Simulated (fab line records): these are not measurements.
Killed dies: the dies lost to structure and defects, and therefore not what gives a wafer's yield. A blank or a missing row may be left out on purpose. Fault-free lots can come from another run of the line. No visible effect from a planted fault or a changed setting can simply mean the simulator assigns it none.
fab line records	flow nand-harc
[record] lots = 13	wafers = 39	last-day = 34
route steps=1302 shown A_BLC@1128 A_M0@1144
lots untouched by any fault: they come from a run of this same line in which no faults occurred
start-h: hours from the record's opening day to when the first of the lot's shown wafers began	wait-h: time in hours since the lot's previous step	" identical to the entry in the row above	L1.1+2: one row covering several wafers at once	- no value present, or no start provided	* or withheld: withheld	< > ~ a bound
route shown NAME@n: a module of which the file shows steps, and the number in the route of the first	usual: mean/standard deviation of fault-free wafers	same: alike in all rows	chamber/n: place in a boat	sites: readings site by site	_std_site: their standard deviation	_edge_site: mean of outer sites minus mean of inner sites	radius-mm: how far each site lies from the wafer's centre	mask NAME#n: copy n	behind: the tool/chamber that last shaped the wafer	hold: reason for holding the lot/hours on hold/outcome of the hold	device: the transistor (n, p or np) that didn't switch	end of line: at the end of the route, the tests of the same wafers	a step given without rows: its recipe and nothing more	killed: dies that structure and defects cost at the first sort, which is not the same as the wafer's yield	map: shows each die of a wafer: x if killed, . if not, _ if none is there
set.NAME: the setting as run; set.NAME@STEP: as run at that earlier step	model.NAME: the simulator's own value behind a step, which no gauge read
steps of the route over a sample of lots; a table a step, a row a wafer
services: the hour from which a tool's chamber was out of use, counted from the record's first day as start-h (under 0 if before that day), plus the number of hours and why
[[steps]]
[step NHARC_A_BLC_DEGAS_30]
[recipe] temp-c = 300	time-s = 60
[usual] heater-power-w = 496/41	susceptor-temp-C = 300.01/0.18
[same] time-s = 60
lot.wafer	tool	chamber	start-h	wait-h	heater-power-w	susceptor-temp-C
L666.1	pvd-sputter-02	-	509.11	-	396	300.00
L666.3	"	-	"	"	556	300.13
L666.2	"	-	"	"	517	300.07
L667.2	pvd-sputter-02	-	534.69	-	577	-
L667.3	"	-	"	"	455	-
L667.6	"	-	"	"	563	-
L668.1	pvd-sputter-01	-	535.24	-	502	299.81
L668.5	"	-	"	"	550	300.30
L668.6	"	-	"	"	515	299.87
L670.3	pvd-sputter-01	-	549.91	-	555	-
L670.6	"	-	"	"	525	-
L670.5	"	-	"	"	492	-
L669.3	pvd-sputter-01	-	551.30	-	570	299.87
L669.4	"	-	"	"	511	299.99
L669.5	"	-	"	"	557	300.03
L673.2	pvd-sputter-01	-	573.99	-	551	300.06
L673.3	"	-	"	"	537	300.31
L673.4	"	-	"	"	449	299.97
L672.1	pvd-sputter-02	-	591.20	-	462	299.76
L672.4	"	-	"	"	398	299.93
L672.5	"	-	"	"	576	300.15
L676.1	pvd-sputter-03	-	613.32	-	484	300.18
L676.2	"	-	"	"	486	299.90
L676.6	"	-	"	"	445	300.09
L675.4	pvd-sputter-01	-	621.74	-	489	-
L675.1	"	-	"	"	499	-
L675.2	"	-	"	"	470	-
L679.2	pvd-sputter-03	-	641.87	-	490	299.98
L679.3	"	-	"	"	481	299.98
L679.1	"	-	"	"	448	299.90
L684.2	pvd-sputter-01	-	695.10	-	466	300.24
L684.5	"	-	"	"	498	299.90
L684.6	"	-	"	"	483	299.95
L687.2	pvd-sputter-01	-	719.00	-	486	300.24
L687.3	"	-	"	"	475	300.17
L687.6	"	-	"	"	545	300.18
L689.2	pvd-sputter-03	-	766.89	-	493	299.92
L689.4	"	-	"	"	459	300.00
L689.1	"	-	"	"	473	300.20
[step NHARC_A_BLC_CVD_24]
[recipe] target-thk-a = 1500	temp-c = 300	pressure-torr = 40	wf6-flow-sccm = 40	h2-flow-sccm = 1600	ar-flow-sccm = 1560	time-s = 434	material = W
[usual] heater-power-w = 410/25	mfc-h2-sccm = 1599/4.2	susceptor-temp-C = 300.00/0.17	throttle-valve-pct = 7.81/0.21
[same] time-s = 434
lot.wafer	tool	chamber	start-h	wait-h	heater-power-w	mfc-h2-sccm	susceptor-temp-C	throttle-valve-pct
L666.1	cvd-w-02	0	-	-	405	1595	300.00	7.77
L666.2	"	1	"	"	393	1600	299.92	7.51
L666.3	"	1	"	"	387	1601	299.95	7.69
L667.2	cvd-w-01	0	-	-	472	1603	300.16	8.05
L667.3	"	1	"	"	394	1599	299.94	7.58
L667.6	"	0	"	"	476	1596	300.06	8.05
L668.1	cvd-w-02	1	-	-	382	1597	300.15	7.84
L668.6	"	0	"	"	387	1608	299.90	8.10
L668.5	"	1	"	"	395	1601	300.21	7.79
L670.3	cvd-w-02	0	-	-	396	1595	299.93	8.01
L670.5	"	1	"	"	390	1602	300.04	7.72
L670.6	"	0	"	"	395	1595	299.92	7.74
L669.3	cvd-w-02	0	-	-	393	1600	-	7.86
L669.4	"	1	"	"	393	1590	-	8.05
L669.5	"	0	"	"	393	1603	-	7.84
L673.2	cvd-w-01	1	-	-	445	1604	299.75	7.79
L673.4	"	1	"	"	440	1602	299.90	7.51
L673.3	"	0	"	"	440	1600	299.92	8.08
L672.1	cvd-w-02	1	-	-	385	1604	300.10	7.49
L672.4	"	1	"	"	385	1598	300.09	7.84
L672.5	"	1	"	"	381	1598	300.32	7.73
L676.2	cvd-w-02	1	-	-	392	1591	299.86	7.80
L676.1	"	0	"	"	392	1598	300.15	8.08
L676.6	"	0	"	"	389	1595	299.85	7.78
L675.1	cvd-w-02	0	-	-	404	1600	299.89	8.25
L675.2	"	1	"	"	372	1605	299.83	8.18
L675.4	"	1	"	"	395	1605	300.13	7.85
L679.2	cvd-w-01	0	-	-	435	1601	299.99	7.85
L679.1	"	1	"	"	434	1603	300.04	7.72
L679.3	"	1	"	"	433	1601	300.09	7.72
L684.2	cvd-w-01	0	-	-	445	1604	299.75	7.77
L684.6	"	1	"	"	430	1598	300.16	7.57
L684.5	"	0	"	"	452	1600	299.89	7.70
L687.2	cvd-w-02	1	-	-	383	1595	299.62	7.48
L687.3	"	1	"	"	385	1595	299.93	7.86
L687.6	"	1	"	"	393	1594	300.08	7.60
L689.1	cvd-w-02	1	-	-	388	1607	300.21	7.34
L689.2	"	0	"	"	410	1597	299.78	8.06
L689.4	"	0	"	"	402	1596	299.73	7.99
[step NHARC_A_BLC_INSPECT_28]
[usual] raw-defect-count = 525/130
lot.wafer	tool	chamber	start-h	wait-h	raw-defect-count
L666.1	defect-inspect-02	-	510.49	0.1	562
L666.2	"	-	"	"	541
L666.3	"	-	"	"	567
L667.2	defect-inspect-02	-	536.06	0.1	496
L667.3	"	-	"	"	812
L667.6	"	-	"	"	384
L668.1	defect-inspect-01	-	536.62	0.1	856
L668.5	"	-	"	"	786
L668.6	"	-	"	"	517
L670.3	defect-inspect-02	-	551.27	0.1	332
L670.5	"	-	"	"	313
L670.6	"	-	"	"	363
L669.3	defect-inspect-01	-	553.09	0.1	613
L669.4	"	-	"	"	681
L669.5	"	-	"	"	732
L673.2	defect-inspect-01	-	575.38	0.1	600
L673.3	"	-	"	"	783
L673.4	"	-	"	"	547
L672.1	defect-inspect-02	-	593.04	0.1	346
L672.4	"	-	"	"	551
L672.5	"	-	"	"	433
L676.1	defect-inspect-01	-	614.69	0.1	656
L676.2	"	-	"	"	499
L676.6	"	-	"	"	537
L675.1	defect-inspect-02	-	623.13	0.1	269
L675.2	"	-	"	"	333
L675.4	"	-	"	"	398
L679.1	defect-inspect-02	-	643.32	0.1	364
L679.2	"	-	"	"	456
L679.3	"	-	"	"	514
L684.2	defect-inspect-01	-	696.47	0.1	995
L684.5	"	-	"	"	667
L684.6	"	-	"	"	534
L687.2	defect-inspect-01	-	720.74	0.1	402
L687.3	"	-	"	"	438
L687.6	"	-	"	"	510
L689.1	defect-inspect-02	-	768.27	0.1	468
L689.2	"	-	"	"	450
L689.4	"	-	"	"	410
[step NHARC_A_M0_EXPOSE_06]
[recipe] na = 1.35	target-cd-nm = 80	dose-mj = 83.25	mask-id = A_M0
[usual] exposure-dose-mJ-cm2 = 83.4/0.31
lot.wafer	tool	chamber	start-h	wait-h	mask	exposure-dose-mJ-cm2
L666.1	arfi-scanner-01	0	511.38	-	A_M0#0	83.2
L666.2	"	0	"	"	A_M0#0	83.2
L666.3	"	0	"	"	A_M0#0	83.2
L667.2	arfi-scanner-01	0	536.70	-	A_M0#0	83.2
L667.3	"	0	"	"	A_M0#0	83.2
L667.6	"	0	"	"	A_M0#0	83.2
L668.1	arfi-scanner-03	0	537.41	-	A_M0#0	83.3
L668.5	"	0	"	"	A_M0#0	83.3
L668.6	"	0	"	"	A_M0#0	83.3
L670.3	arfi-scanner-03	0	551.93	-	A_M0#0	83.3
L670.5	"	0	"	"	A_M0#0	83.1
L670.6	"	0	"	"	A_M0#0	83.2
L669.3	arfi-scanner-02	0	553.86	-	A_M0#0	83.9
L669.4	"	0	"	"	A_M0#0	83.9
L669.5	"	0	"	"	A_M0#0	83.7
L673.2	arfi-scanner-02	0	576.19	-	A_M0#0	83.9
L673.3	"	0	"	"	A_M0#0	83.8
L673.4	"	0	"	"	A_M0#0	83.8
L672.1	arfi-scanner-02	0	593.68	-	A_M0#0	83.9
L672.4	"	0	"	"	A_M0#0	83.9
L672.5	"	0	"	"	A_M0#0	84.0
L676.1	arfi-scanner-02	0	615.32	-	A_M0#0	83.9
L676.2	"	0	"	"	A_M0#0	84.0
L676.6	"	0	"	"	A_M0#0	83.9
L675.1	arfi-scanner-03	0	623.89	-	A_M0#0	83.2
L675.2	"	0	"	"	A_M0#0	83.2
L675.4	"	0	"	"	A_M0#0	83.1
L679.1	arfi-scanner-02	0	644.07	-	A_M0#0	83.8
L679.2	"	0	"	"	A_M0#0	83.8
L679.3	"	0	"	"	A_M0#0	83.8
L684.2	arfi-scanner-03	0	697.12	-	A_M0#0	87.9
L684.5	"	0	"	"	A_M0#0	88.0
L684.6	"	0	"	"	A_M0#0	87.9
L687.2	arfi-scanner-01	0	721.51	-	A_M0#0	83.1
L687.3	"	0	"	"	A_M0#0	83.0
L687.6	"	0	"	"	A_M0#0	83.0
L689.1	arfi-scanner-03	0	769.03	-	A_M0#0	83.1
L689.2	"	0	"	"	A_M0#0	83.2
L689.4	"	0	"	"	A_M0#0	83.2
[step NHARC_A_M0_CD_MEAS_09]
[recipe] target-cd-nm = 80	landing-energy-ev = 500
[usual] cd-nm = 80.2/0.52
lot.wafer	tool	chamber	start-h	wait-h	cd-nm
L666.1	cd-sem-02	0	511.51	-	80.2
L666.2	"	0	"	"	79.9
L666.3	"	0	"	"	80.3
L667.2	cd-sem-01	0	536.84	-	81.1
L667.3	"	0	"	"	81.4
L667.6	"	0	"	"	81.9
L668.1	cd-sem-02	0	537.55	-	79.4
L668.5	"	0	"	"	79.9
L668.6	"	0	"	"	80.3
L670.3	cd-sem-02	0	552.06	-	79.9
L670.5	"	0	"	"	80.4
L670.6	"	0	"	"	80.8
L669.3	cd-sem-03	0	554.00	-	80.1
L669.4	"	0	"	"	80.0
L669.5	"	0	"	"	79.5
L673.2	cd-sem-02	0	576.33	-	79.8
L673.3	"	0	"	"	80.5
L673.4	"	0	"	"	79.7
L672.1	cd-sem-01	0	593.82	-	80.7
L672.4	"	0	"	"	80.3
L672.5	"	0	"	"	79.9
L676.1	cd-sem-03	0	615.46	-	80.1
L676.2	"	0	"	"	80.8
L676.6	"	0	"	"	81.0
L675.1	cd-sem-01	0	624.03	-	80.7
L675.2	"	0	"	"	79.7
L675.4	"	0	"	"	80.2
L679.1	cd-sem-01	0	644.21	-	79.6
L679.2	"	0	"	"	79.9
L679.3	"	0	"	"	80.0
L684.2	cd-sem-02	0	697.26	-	43.4
L684.5	"	0	"	"	69.4
L684.6	"	0	"	"	77.9
L687.2	cd-sem-02	0	721.65	-	80.7
L687.3	"	0	"	"	80.3
L687.6	"	0	"	"	80.3
L689.1	cd-sem-02	0	769.17	-	79.9
L689.2	"	0	"	"	80.2
L689.4	"	0	"	"	80.3
[step NHARC_A_M0_CD_MEAS_16]
[usual] cd-nm = 80.1/0.59
lot.wafer	tool	chamber	start-h	wait-h	cd-nm
L666.1	cd-sem-03	-	512.00	-	80.1
L666.2	"	-	"	"	80.2
L666.3	"	-	"	"	80.4
L667.2	cd-sem-01	-	537.33	-	80.4
L667.3	"	-	"	"	81.8
L667.6	"	-	"	"	81.7
L668.1	cd-sem-03	-	538.03	-	79.3
L668.5	"	-	"	"	79.6
L668.6	"	-	"	"	79.5
L670.3	cd-sem-02	-	552.59	-	78.7
L670.5	"	-	"	"	80.1
L670.6	"	-	"	"	80.0
L669.3	cd-sem-03	-	554.52	-	80.1
L669.4	"	-	"	"	79.6
L669.5	"	-	"	"	79.3
L673.2	cd-sem-01	-	576.82	-	79.7
L673.3	"	-	"	"	80.5
L673.4	"	-	"	"	80.2
L672.1	cd-sem-02	-	594.31	-	80.4
L672.4	"	-	"	"	80.2
L672.5	"	-	"	"	80.3
L676.1	cd-sem-02	-	615.94	-	79.9
L676.2	"	-	"	"	80.2
L676.6	"	-	"	"	80.7
L675.1	cd-sem-01	-	624.51	-	79.8
L675.2	"	-	"	"	79.5
L675.4	"	-	"	"	80.1
L679.1	cd-sem-03	-	644.70	-	79.9
L679.2	"	-	"	"	79.7
L679.3	"	-	"	"	79.8
L684.2	cd-sem-01	-	697.75	-	42.8
L684.5	"	-	"	"	69.7
L684.6	"	-	"	"	77.9
L687.2	cd-sem-02	-	722.13	-	80.5
L687.3	"	-	"	"	80.0
L687.6	"	-	"	"	80.7
L689.1	cd-sem-01	-	769.65	-	79.3
L689.2	"	-	"	"	80.0
L689.4	"	-	"	"	80.3
[[services]]
tool	chamber	start-h	hours	kind
arfi-scanner-02	-	488.72	0.4	repair
arfi-scanner-02	-	493.16	3.3	repair
cvd-w-02	-	498.26	1.8	repair
pvd-sputter-01	-	534.15	0.6	repair
arfi-scanner-02	-	539.26	4.0	pm
arfi-scanner-03	-	540.00	4.0	pm
cvd-w-01	-	547.15	13.0	pm
arfi-scanner-03	-	556.73	1.8	repair
arfi-scanner-03	-	566.31	1.2	repair
pvd-sputter-01	-	584.46	10.0	pm
cvd-w-02	0	588.62	6.9	repair
cvd-w-02	-	631.00	13.0	pm
cvd-w-01	1	631.76	5.2	repair
arfi-scanner-03	-	647.98	0.6	repair
cvd-w-01	-	690.12	4.3	repair
cvd-w-02	-	701.09	0.9	repair
arfi-scanner-02	-	711.26	4.0	pm
arfi-scanner-03	-	712.00	4.0	pm
arfi-scanner-02	-	716.34	24.8	repair
arfi-scanner-03	-	722.53	2.3	repair
cvd-w-02	-	725.01	1.0	repair
arfi-scanner-03	-	756.12	0.9	repair
arfi-scanner-03	-	758.27	1.8	repair
pvd-sputter-01	-	762.46	10.0	pm
[[key]]
[first-sign] step = NHARC_A_M0_EXPOSE_06	reading = exposure-dose-mJ-cm2	direction = up	sigmas = 15	usual = 83.4	struck = 87.9
[effect] step = NHARC_A_M0_CD_MEAS_09	reading = cd-nm	direction = down	sigmas = 32	usual = 80.2	struck = 63.6	through = control-loop
[effect] step = NHARC_A_M0_CD_MEAS_16	reading = cd-nm	direction = down	sigmas = 28	usual = 80.1	struck = 63.5	through = control-loop
met-at NHARC_A_M0_EXPOSE_06
struck-lots L684
later-rows-left-out L684.2
sort-left-out L684.2,L684.5,L684.6
[loop-trim] step = NHARC_A_M0_EXPOSE_06	setting = dose	lots = L684
not-acting-at NHARC_A_BLC_DEGAS_30,NHARC_A_BLC_CVD_24,NHARC_A_BLC_INSPECT_28
onset-between 623.89 697.12
[fault] kind = process-parameter-drift	tool = arfi-scanner-03	chamber = -	onset-h = 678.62	steps = NHARC_A_M0_EXPOSE_06	channel = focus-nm	offset = 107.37	spread-by-wafer = 0.3	shape = step	end-h = 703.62
// sort-left-out: the simulated sort isn't trusted on such a fault, so these wafers' sort isn't shown, and their yield isn't known
// later-rows-left-out: the simulator's readings of these wafers behind a module that went badly wrong aren't trusted and aren't shown, but for the sort
// loop-trim: a control loop set the setting to another value than it would have without faults
